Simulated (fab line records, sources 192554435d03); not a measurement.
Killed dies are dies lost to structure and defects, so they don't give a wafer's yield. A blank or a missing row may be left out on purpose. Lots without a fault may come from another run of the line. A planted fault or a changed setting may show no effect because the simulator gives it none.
A struck lot beside a sound one | flow n5_finfet | 40 steps out of a route of 1938
Sound: wafers L828.1, L828.4, L828.5. Struck: wafer L840.6. (L840.4, L840.5 of the same lot were not struck and are left out.) The cause comes at the end.
At each step with rows: each side's tool, then ch and its chambers, then its first start. Under that, the readings that differ: sound wafers | struck wafers | difference of the means | sigmas: that difference in standard deviations of wafers without a fault.
alike: readings whose means differ by less than 2 such deviations, and words and numbers that are the same on both sides. not compared: withheld readings, readings that some wafer has no value for, bounds like >300 that may hide the same value, and numbers for which the record gives no deviation and whose values overlap.
The two part at a step that has a row with sigmas, a row that says differs or no value, or rows on one side only. Numbers that don't overlap but have no deviation are shown without sigmas and don't part them. A reading that every wafer of one side lacks parts them only if that side has two wafers or more.

first, 9 steps without rows for these wafers: N5_FIN_SAQP_PRECLEAN_42 (cleans in O3/DIW, time 60 s); N5_FIN_SAQP_PRECLEAN_00 (cleans in SC1, time 60 s); N5_FIN_SAQP_PRECLEAN_44 (cleans in SC2, time 45 s); N5_FIN_SAQP_SRD_01 (time 30 s); N5_FIN_SAQP_ALD_61 (deposits SiO2, target thk 4 nm, pulse time 1 s, purge time 2 s); N5_FIN_SAQP_DENSIFY_62 (time 60 s); N5_FIN_SAQP_HM_DEP_03 (deposits SiNx from SiH4/NH3/N2, target thk 38 nm, time 33.6 s); N5_FIN_SAQP_PECVD_47 (deposits a-Si from SiH4/He, target thk 45 nm, time 36.3 s); N5_FIN_SAQP_PECVD_48 (deposits SiNx from SiH4/NH3/N2, target thk 25 nm, time 22.1 s).
N5_FIN_SAQP_PECVD_06: deposits a-Si from SiH4/He, target thk 60 nm, time 48.1 s.
  sound on pecvd-02 ch 1,2, day 3 21:02; struck on pecvd-02 ch 2, day 6 21:38
  alike: heater_power_w, showerhead_plenum_p_Torr, throttle_valve_pct
then, 9 steps without rows for these wafers: N5_FIN_SAQP_HM_DEP_72 (deposits SiO2 from SiH4/N2O, target thk 12 nm, time 7.2 s); N5_FIN_SAQP_COAT_49 (time 60 s, resist thk 100 nm); N5_FIN_SAQP_COAT_50 (time 60 s, resist thk 35 nm); N5_FIN_SAQP_COAT_10 (resist thk 90 nm); N5_FIN_SAQP_EBR_12; N5_FIN_SAQP_SOFTBAKE_11 (time 60 s); N5_FIN_SAQP_EXPOSE_13 (exposes mask FIN CORE, target cd 35.6 nm); N5_FIN_SAQP_PEB_14 (peb time 60 s); N5_FIN_SAQP_DEVELOP_15 (develop time 30 s).
N5_FIN_SAQP_INSPECT_18: inspects for defects (brightfield).
  sound on defect_inspect-01, day 3 21:40; struck on defect_inspect-02, day 6 22:17
  reading          | sound       | struck | difference | sigmas
  raw_defect_count | 405 313 374 | 933    | +569       | +5
then, 15 steps without rows for these wafers: N5_FIN_SAQP_DESCUM_21 (chemistry O2, time 7.9 s); N5_FIN_SAQP_ETCH_51 (etches SiARC in CF4, target depth 45.5 nm, time 75.8 s); N5_FIN_SAQP_ETCH_52 (etches SOC in N2/H2, target depth 100 nm, overetch 20 nm, time 150 s); N5_FIN_SAQP_STRIP_53 (strips in N2/H2); N5_FIN_SAQP_HM_OPEN_73 (chemistry CHF3/O2, target SiO2, stops on a-Si, target depth 12 nm, time 16.8 s); N5_FIN_SAQP_STRIP_74 (strips in CHF3/O2); N5_FIN_SAQP_MANDREL_ETCH_22 (etches a-Si in HBr/Cl2, stops on SiNx, target depth 60 nm, bt time 10 s, time 30 s); N5_FIN_SAQP_STRIP_55 (strips in N2/H2); N5_FIN_SAQP_STRIP_23 (strips in SPM, time 750 s); N5_FIN_SAQP_SRD_66 (time 30 s); N5_FIN_SAQP_RECESS_75 (chemistry HF/NH3, target SiO2, target depth 14.4 nm, afs cycles 3, sublimation time 60 s); N5_FIN_SAQP_SPACER1_ALD_24 (deposits SiO2, target thk 20.3 nm, pulse time 1 s, purge time 2 s); N5_FIN_SAQP_SPACER1_ETCHBACK_25 (etches SiO2 in CHF3/O2, target depth 24.4 nm, time 12.2 s); N5_FIN_SAQP_MANDREL1_REMOVE_56 (chemistry HBr/Cl2/O2, target a-Si, stops on SiNx, bt time 10 s); N5_FIN_SAQP_ETCH_57 (etches SiNx in CH3F/O2, target depth 32.5 nm, time 46.4 s).
N5_FIN_SAQP_INSPECT_40: inspects for defects (brightfield).
  sound on defect_inspect-02, day 4 01:53; struck on defect_inspect-02, day 7 02:58
  reading          | sound       | struck | difference | sigmas
  raw_defect_count | 272 345 389 | 859    | +524       | +8
N5_FIN_CUT_INSPECT_10: inspects for defects (brightfield).
  sound on defect_inspect-01, day 4 02:17; struck on defect_inspect-01, day 7 03:22
  reading          | sound    | struck | difference | sigmas
  raw_defect_count | 43 55 67 | 695    | +640       | +53
N5_FIN_CUT_INSPECT_17: inspects for defects (brightfield).
  sound on defect_inspect-02, day 4 03:14; struck on defect_inspect-01, day 7 04:19
  reading          | sound       | struck | difference | sigmas
  raw_defect_count | 297 333 391 | 838    | +498       | +7
-- the record jumps here: 6 days lie between the struck wafers' starts before and after (it left off in module FIN_CUT and takes up again in module BEOL_M4, whose first step shown is number 1111 of the route) --
N5_BEOL_M4_RC_MEAS_101:
  sound on prober-01 ch 0, day 9 21:38; struck on prober-01 ch 0, day 13 00:51
  alike: DIBL_N, DIBL_P, IOFF_N, IOFF_P, ION_N, ION_P, SS_N, SS_P, VT_N, VT_P
-- the record jumps here: 5 days lie between the struck wafers' starts before and after (it left off in module BEOL_M4 and takes up again in module PASSIVATION, whose first step shown is number 1936 of the route) --
N5_PASSIVATION_PROBE_49:
  the record has rows for the struck wafers here (prober-01, day 17 14:23) and none for the sound ones

WHERE THEY PART
First at N5_FIN_SAQP_INSPECT_18; last, within this record, at N5_PASSIVATION_PROBE_49.

WHY: what the simulator had put in
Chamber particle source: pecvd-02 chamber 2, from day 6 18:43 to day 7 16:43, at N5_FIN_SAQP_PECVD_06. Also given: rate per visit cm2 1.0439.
